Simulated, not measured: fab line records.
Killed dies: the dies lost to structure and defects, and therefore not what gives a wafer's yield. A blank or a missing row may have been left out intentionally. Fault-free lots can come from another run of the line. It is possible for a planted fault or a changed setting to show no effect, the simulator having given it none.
fab line records	flow nand-harc
record lots=11	wafers=33	last-day=34
route steps=1302 shown P_GATE@124
lots that met no fault: from a run of the same line without faults
start-h: the number of hours between the record's first day and the start of the first shown wafer of the lot	wait-h: hours from the lot's prior step to this one	" unchanged from the row above	L1.1+2: a single row standing in for several wafers	- no value, or no start given	* or withheld: withheld	< > ~ a bound
route shown NAME@n: NAME is a module with steps in the file, n the number in the route of the first one	usual: average and standard deviation across the fault-free wafers	same: alike in all rows	chamber/n: place in a boat	sites: each site's reading	_std_site: the values' standard deviation	_edge_site: outer sites' mean less inner sites'	radius-mm: how far each site lies from the wafer's centre	mask NAME#n: copy n	behind: the most recent tool/chamber to have shaped the wafer	hold: why the lot went on hold/how many hours it stayed there/how the hold came to an end	device: the n, p or np transistor that did not switch	end of line: at the end of the route, the tests of the same wafers	a step with no rows: only its recipe	killed: the dies lost at the first sort to structure and to defects; this is not the yield of the wafer	map: shows each die of a wafer: x if killed, . if not, _ if none is there
set.NAME: the setting the step ran with; set.NAME@STEP: the setting that earlier step ran with	model.NAME: the simulator's own value behind a step, which no gauge read
one table for each step of the route and one row for each wafer, over a sample of lots
services: when a tool's chamber went out of use (start-h, in hours from the record's first day, below 0 if earlier), for how many hours, and the reason
## steps
# step NHARC_P_GATE_DESCUM_13
# recipe time-s=3	o2-flow-sccm=200	ar-flow-sccm=0	bias-power-w=0	chemistry=O2
# usual drypump-motor-current-A=5.9/0.31	mfc-ar-sccm=0.008/0.0088	oes-product-au=0.994/0.01	rf-vpp-V=57.8/0.84	showerhead-plenum-p-Torr=1.92/0.093	throttle-valve-pct=11.311/0.0094
lot.wafer	tool	chamber	start-h	wait-h	drypump-motor-current-A	mfc-ar-sccm	oes-product-au	rf-hours-counter-h	rf-vpp-V	showerhead-plenum-p-Torr	throttle-valve-pct
L636.2	rie-diel-04	3	86.00	-	6.5	0	1.010	6	57.1	2.06	11.329
L636.1	"	0	"	"	5.5	0	0.986	6	58.9	1.97	11.311
L636.5	"	0	"	"	5.5	0	0.980	-	57.6	1.97	11.313
L637.3	rie-diel-10	0	93.97	-	6.2	0	1.005	0	57.7	1.94	11.321
L637.6	"	2	"	"	6.0	0.025	1.007	-	58.3	2.00	11.283
L637.5	"	3	"	"	6.1	0.006	0.993	-	57.6	1.94	11.306
L638.3	rie-diel-10	3	101.62	-	6.1	0.006	0.987	1	59.1	1.94	11.301
L638.2	"	0	"	"	6.2	0	0.998	1	59.1	1.94	11.314
L638.1	"	2	"	"	6.0	0.025	0.991	1	58.3	2.00	11.311
L640.4	rie-diel-04	0	124.05	-	5.4	0	0.989	9	57.6	1.97	11.295
L640.2	"	1	"	"	5.4	0.023	0.989	8	58.8	2.05	11.297
L640.5	"	2	"	"	5.7	0.018	0.993	-	57.9	1.97	11.318
L643.1	rie-diel-10	1	157.41	-	6.1	0.013	0.985	4	57.0	1.80	11.340
L643.3	"	2	"	"	6.0	0.025	1.001	4	58.5	2.00	11.296
L643.4	"	0	"	"	6.2	0	0.990	4	56.3	1.94	11.299
L646.1	rie-diel-04	2	187.75	-	5.6	0.018	0.997	0	57.6	1.97	11.312
L646.3	"	0	"	"	5.5	0	0.995	0	58.1	1.97	11.314
L646.6	"	3	"	"	6.5	0	1.008	-	56.7	2.06	11.304
L647.1	rie-diel-10	2	195.96	-	6.0	0.025	1.012	7	57.1	2.00	11.318
L647.3	"	3	"	"	6.1	0.006	0.994	7	56.6	1.94	11.292
L647.5	"	3	"	"	6.1	0.006	0.987	-	57.1	1.94	11.297
L648.1	rie-diel-04	1	206.81	-	5.4	0.023	1.006	0	59.3	2.05	11.320
L648.4	"	2	"	"	5.6	0.018	0.985	0	58.0	1.97	11.313
L648.5	"	0	"	"	5.5	0	0.991	-	58.4	1.97	11.307
L654.2	rie-diel-12	2	261.54	-	5.6	0	0.977	8	57.2	1.93	11.306
L654.1	"	3	"	"	5.8	0.004	0.994	8	56.8	1.78	11.314
L654.5	"	1	"	"	6.2	0.009	0.974	-	57.1	1.81	11.320
L658.1	rie-diel-10	0	305.90	-	6.2	0	0.999	4	57.8	1.94	11.306
L658.4	"	2	"	"	6.0	0.025	1.002	6	56.3	2.00	11.313
L658.6	"	0	"	"	6.2	0	1.006	-	57.0	1.94	11.317
L659.2	rie-diel-12	1	315.29	-	6.2	0.009	0.988	2	58.9	1.81	11.319
L659.1	"	3	"	"	5.8	0.004	0.981	2	57.4	1.78	11.316
L659.5	"	2	"	"	5.6	0	0.994	-	59.9	1.93	11.313
# step NHARC_P_GATE_DEP_103
# recipe target-thk-a=300	target-thk-nm=30	temp-c=400	flow-sccm=200	rf-w=350	material=SiON
# usual heater-power-w=720/62
lot.wafer	tool	chamber	start-h	wait-h	heater-power-w	since-wet-clean-h
L636.1	pecvd-03	0	101.13	0.6	673	84
L636.2	"	1	"	"	715	84
L636.5	"	1	"	"	713	-
L637.3	pecvd-01	2	107.63	0.4	775	145
L637.6	"	1	"	"	769	-
L637.5	"	2	"	"	748	-
L638.1	pecvd-02	1	117.33	0.6	674	58
L638.2	"	2	"	"	684	58
L638.3	"	0	"	"	697	58
L640.2	pecvd-03	1	141.04	0.6	696	124
L640.5	"	2	"	"	756	-
L640.4	"	0	"	"	671	-
L643.1	pecvd-03	0	173.79	0.6	642	157
L643.3	"	2	"	"	694	157
L643.4	"	0	"	"	634	-
L646.3	pecvd-02	0	202.33	0.3	641	143
L646.1	"	1	"	"	722	143
L646.6	"	1	"	"	725	-
L647.3	pecvd-03	0	211.55	0.3	651	13
L647.1	"	2	"	"	759	13
L647.5	"	0	"	"	653	-
L648.1	pecvd-01	1	224.78	0.6	750	81
L648.5	"	0	"	"	808	-
L648.4	"	2	"	"	679	-
L654.1	pecvd-01	2	275.76	0.6	720	132
L654.2	"	0	"	"	846	132
L654.5	"	0	"	"	836	-
L658.1	pecvd-03	2	318.96	0.6	757	121
L658.6	"	1	"	"	706	-
L658.4	"	0	"	"	692	-
L659.2	pecvd-03	2	333.81	0.5	750	136
L659.1	"	0	"	"	615	136
L659.5	"	1	"	"	714	-
# step NHARC_P_GATE_ETCHBACK_37
# recipe target-depth-a=345	time-s=17.2	chf3-flow-sccm=50	o2-flow-sccm=10	ar-flow-sccm=200	rf-w=500	bias-w=200	chemistry=CHF3/O2
# usual drypump-motor-current-A=5.96/0.3	mfc-ar-sccm=199.9/0.64	o2-flow-sccm=10.000/0.03	oes-product-au=0.94/0.033	rf-vpp-V=370.8/2.8	showerhead-plenum-p-Torr=2.41/0.11	throttle-valve-pct=20.572/0.0096
lot.wafer	tool	chamber	start-h	wait-h	drypump-motor-current-A	mfc-ar-sccm	o2-flow-sccm	oes-product-au	rf-hours-counter-h	rf-vpp-V	showerhead-plenum-p-Torr	throttle-valve-pct
L636.2	rie-diel-10	2	112.69	-	5.98	199.9	9.986	0.93	1	373.8	2.51	20.569
L636.1	"	0	"	"	6.19	199.7	9.999	0.94	1	370.3	2.43	20.566
L636.5	"	1	"	"	6.10	199.8	9.968	0.92	-	367.8	2.27	20.566
L637.3	rie-diel-12	0	119.19	-	5.96	199.9	10.028	0.95	2	368.3	2.28	20.557
L637.5	"	2	"	"	5.63	199.4	10.021	0.93	-	371.8	2.42	20.592
L637.6	"	3	"	"	5.77	199.4	9.987	0.94	-	366.5	2.24	20.569
L638.1	rie-diel-10	3	128.77	-	6.08	200.8	9.938	0.93	1	371.0	2.44	20.577
L638.3	"	0	"	"	6.21	199.1	10.054	0.93	2	370.4	2.43	20.575
L638.2	"	1	"	"	6.05	199.9	9.977	0.92	2	367.0	2.27	20.561
L640.4	rie-diel-12	2	152.56	-	5.61	200.2	9.980	0.91	3	370.2	2.42	20.570
L640.2	"	3	"	"	5.78	200.7	9.984	0.92	3	365.7	2.24	20.575
L640.5	"	0	"	"	5.97	200.8	9.985	0.94	-	370.4	2.28	20.565
L643.1	rie-diel-10	0	185.43	-	6.21	200.2	9.970	0.93	6	372.1	2.43	20.561
L643.4	"	1	"	"	6.06	200.1	9.943	0.93	6	367.6	2.27	20.569
L643.3	"	3	"	"	6.09	200.1	10.008	0.92	6	371.4	2.43	20.591
L646.3	rie-diel-10	1	216.10	-	6.08	201.0	10.017	0.98	8	367.9	2.26	20.580
L646.1	"	3	"	"	6.12	199.8	9.991	0.99	9	370.6	2.43	20.573
L646.6	"	1	"	"	6.12	200.3	10.025	0.98	-	367.7	2.27	20.580
L647.3	rie-diel-10	1	223.18	-	6.08	200.3	9.973	0.92	8	367.3	2.26	20.567
L647.1	"	2	"	"	5.99	199.3	10.027	0.93	8	373.0	2.51	20.570
L647.5	"	2	"	"	5.98	198.9	10.022	0.92	-	375.3	2.51	20.577
L648.4	rie-diel-12	1	236.40	-	6.21	200.6	9.969	0.90	9	367.0	2.28	20.589
L648.1	"	2	"	"	5.61	199.2	10.043	0.91	7	371.4	2.42	20.569
L648.5	"	0	"	"	5.97	200.4	10.001	0.94	-	366.7	2.28	20.570
L654.2	rie-diel-10	0	287.40	-	6.18	199.0	7.981	0.93	3	371.0	2.42	20.510
L654.1	"	2	"	"	5.95	199.7	10.045	0.92	3	373.5	2.51	20.583
L654.5	"	3	"	"	6.14	199.6	10.020	0.92	-	370.4	2.43	20.571
L658.1	rie-diel-12	1	330.48	-	6.20	200.1	10.020	0.92	2	368.6	2.28	20.567
L658.4	"	2	"	"	5.63	199.9	9.978	0.93	2	370.9	2.42	20.576
L658.6	"	1	"	"	6.20	200.3	10.030	0.92	-	368.1	2.28	20.574
L659.2	rie-diel-04	3	345.29	-	6.48	199.1	10.023	0.93	6	374.5	2.57	20.579
L659.1	"	1	"	"	5.39	199.8	9.984	0.94	7	373.9	2.57	20.572
L659.5	"	2	"	"	5.65	200.2	10.006	0.92	-	372.2	2.47	20.569
# step NHARC_P_GATE_DESCUM_48
# recipe time-s=3	o2-flow-sccm=200	ar-flow-sccm=0	bias-power-w=0	chemistry=O2
# usual drypump-motor-current-A=5.9/0.31	mfc-ar-sccm=0.007/0.0085	oes-product-au=0.993/0.0099	rf-vpp-V=57.9/0.91	showerhead-plenum-p-Torr=1.92/0.092	throttle-valve-pct=11.311/0.0084
lot.wafer	tool	chamber	start-h	wait-h	drypump-motor-current-A	mfc-ar-sccm	oes-product-au	rf-hours-counter-h	rf-vpp-V	showerhead-plenum-p-Torr	throttle-valve-pct
L636.1	rie-diel-10	0	113.87	-	6.2	0	0.999	1	59.4	1.94	11.327
L636.2	"	1	"	"	6.1	0.013	0.987	1	57.7	1.80	11.304
L636.5	"	0	"	"	6.2	0	0.992	-	57.6	1.94	11.312
L637.3	rie-diel-10	0	120.37	-	6.3	0	0.990	2	57.4	1.94	11.314
L637.6	"	3	"	"	6.1	0.006	0.985	-	55.8	1.94	11.311
L637.5	"	0	"	"	6.2	0	0.999	-	58.8	1.94	11.315
L638.1	rie-diel-12	0	129.95	-	5.9	0	1.008	3	56.0	1.81	11.316
L638.3	"	1	"	"	6.2	0.009	0.980	2	58.2	1.82	11.314
L638.2	"	2	"	"	5.6	0	0.976	2	58.9	1.93	11.301
L640.2	rie-diel-10	0	153.83	-	6.2	0	0.989	4	57.7	1.94	11.303
L640.4	"	1	"	"	6.1	0.013	0.991	4	57.9	1.80	11.311
L640.5	"	0	"	"	6.2	0	0.989	-	59.0	1.94	11.304
L643.4	rie-diel-10	2	186.62	-	6.0	0.025	1.009	6	58.2	2.00	11.319
L643.3	"	3	"	"	6.1	0.006	0.991	6	57.4	1.94	11.323
L643.1	"	0	"	"	6.2	0	0.997	6	58.5	1.94	11.317
L646.1	rie-diel-04	2	217.29	-	5.6	0.018	0.998	1	58.2	1.97	11.301
L646.3	"	3	"	"	6.5	0	1.005	1	58.1	2.06	11.316
L646.6	"	2	"	"	5.7	0.018	0.985	-	58.3	1.97	11.313
L647.1	rie-diel-12	1	224.23	-	6.2	0.009	0.979	8	58.2	1.81	11.317
L647.3	"	0	"	"	6.0	0	0.996	9	58.3	1.81	11.309
L647.5	"	2	"	"	5.6	0	0.973	-	58.7	1.93	11.316
L648.1	rie-diel-10	1	237.58	-	6.1	0.013	0.989	9	57.1	1.80	11.300
L648.4	"	3	"	"	6.1	0.006	0.995	10	58.6	1.94	11.307
L648.5	"	1	"	"	6.1	0.013	0.987	-	57.1	1.80	11.307
L654.1	rie-diel-12	1	288.45	-	6.2	0.009	0.990	0	57.5	1.81	11.312
L654.2	"	2	"	"	5.6	0	0.996	0	57.2	1.93	11.312
L654.5	"	1	"	"	6.2	0.009	0.983	-	57.3	1.81	11.319
L658.4	rie-diel-04	3	331.53	-	6.5	0	1.008	5	57.8	2.06	11.297
L658.1	"	1	"	"	5.4	0.023	0.994	6	59.9	2.05	11.305
L658.6	"	2	"	"	5.6	0.018	0.987	-	58.8	1.97	11.319
L659.2	rie-diel-10	0	346.46	-	6.2	0	1.004	7	57.2	1.94	11.295
L659.1	"	3	"	"	6.1	0.006	0.998	8	57.4	1.94	11.311
L659.5	"	0	"	"	6.2	0	1.003	-	57.2	1.94	11.312
## services
tool	chamber	start-h	hours	kind
rie-diel-12	1	65.08	2.2	repair
rie-diel-10	-	65.50	9.0	pm
rie-diel-10	0	65.50	9.0	vent-cycle
rie-diel-10	1	65.50	9.0	vent-cycle
pecvd-03	-	77.05	1.3	repair
rie-diel-04	1	86.24	1.5	repair
rie-diel-12	-	91.40	9.0	pm
pecvd-03	0	108.13	9.7	repair
rie-diel-04	-	115.13	0.1	repair
pecvd-01	-	130.64	13.0	pm
rie-diel-12	3	135.05	6.8	repair
rie-diel-12	3	174.38	8.2	repair
rie-diel-04	-	177.90	9.0	pm
pecvd-03	-	185.31	13.0	pm
pecvd-01	-	204.77	3.1	repair
pecvd-02	1	217.51	4.9	repair
pecvd-02	-	227.00	13.0	pm
rie-diel-10	-	242.50	9.0	pm
rie-diel-12	-	268.40	9.0	pm
pecvd-01	-	311.64	13.0	pm
rie-diel-04	-	317.41	0.2	repair
rie-diel-12	1	339.26	4.1	repair
pecvd-03	1	344.40	6.2	repair
rie-diel-10	1	344.52	9.5	repair
## key
first-sign step=NHARC_P_GATE_ETCHBACK_37	reading=o2-flow-sccm	direction=down	sigmas=68	usual=*	struck=*
effect step=NHARC_P_GATE_ETCHBACK_37	reading=throttle-valve-pct	direction=down	sigmas=6.5	usual=20.572	struck=20.510
met-at NHARC_P_GATE_ETCHBACK_37
struck-lots L654
struck-wafers L654.2
tester-left-out L654
not-acting-at NHARC_P_GATE_DESCUM_13,NHARC_P_GATE_DEP_103,NHARC_P_GATE_DESCUM_48
onset-between 185.43 287.40
fault kind=process-parameter-drift	tool=rie-diel-10	chamber=0	onset-h=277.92	steps=NHARC_P_GATE_ETCHBACK_37	channel=o2-flow-sccm	offset=*	shape=step	end-h=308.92	acts-in=*	stated=*
# tester-left-out: of these lots the tester's yield and bins aren't shown, on N5 and GAA mostly nor the transistor test; their killed dies are dies lost to structure and defects alone, not to doping, threshold or leakage, so they don't give the yield
